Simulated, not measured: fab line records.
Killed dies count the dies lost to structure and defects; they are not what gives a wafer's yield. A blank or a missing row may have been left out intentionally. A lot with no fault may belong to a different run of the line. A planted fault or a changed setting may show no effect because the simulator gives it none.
Chamber matching :: flow n5_finfet :: 4 sister chambers for N5_BEOL_M5_ALD_86 on ald_metal-04
The step deposits TaN, pulse time 2 s, purge time 3 s, co reactant purge time 2 s. 4 wafers are shown with their chamber, then 8 later ones without.

## EACH WAFER AND ITS CHAMBER
wafer: L080.6
chamber: 3
heater_power_w (W): 460

wafer: L090.5
chamber: 1
heater_power_w (W): 385

wafer: L090.6
chamber: 2
heater_power_w (W): 426

wafer: L094.2
chamber: 0
heater_power_w (W): 476

## WAFERS WHOSE CHAMBER IS MISSING
wafer: L094.5
heater_power_w (W): 362

wafer: L094.6
heater_power_w (W): 463

wafer: L093.3
heater_power_w (W): 482

wafer: L093.5
heater_power_w (W): 454

wafer: L093.6
heater_power_w (W): 437

wafer: L095.1
heater_power_w (W): 482

wafer: L095.2
heater_power_w (W): 383

wafer: L095.4
heater_power_w (W): 422

## EACH ONE'S CHAMBER
wafer: L094.5
from the rows above: 1
in truth: 1

wafer: L094.6
from the rows above: can't be placed: 3 or 0
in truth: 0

wafer: L093.3
from the rows above: can't be placed: 0 or 3
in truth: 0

wafer: L093.5
from the rows above: can't be placed: 3 or 0
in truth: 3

wafer: L093.6
from the rows above: can't be placed: 2 or 3
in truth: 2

wafer: L095.1
from the rows above: can't be placed: 0 or 3
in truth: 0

wafer: L095.2
from the rows above: 1
in truth: 1

wafer: L095.4
from the rows above: 2
in truth: 2
Correctly placed: 3 of 8. These rows do not allow placing 5 (true chamber among the candidates in 5). Wrongly placed: 0.
How it was worked out, from the rows above alone: a wafer's distance from a chamber is the root of the sum, over the readings, of the square of ((its reading less the chamber's mean) divided by the reading's scatter). If the next closest chamber is less than 2 further off than the closest, the wafer can't be placed; otherwise it belongs to the closest. A chamber's mean is the mean of its shown wafers. The scatter: root of mean squared gap, hidden wafer to nearest shown wafer, with one shown wafer a chamber.
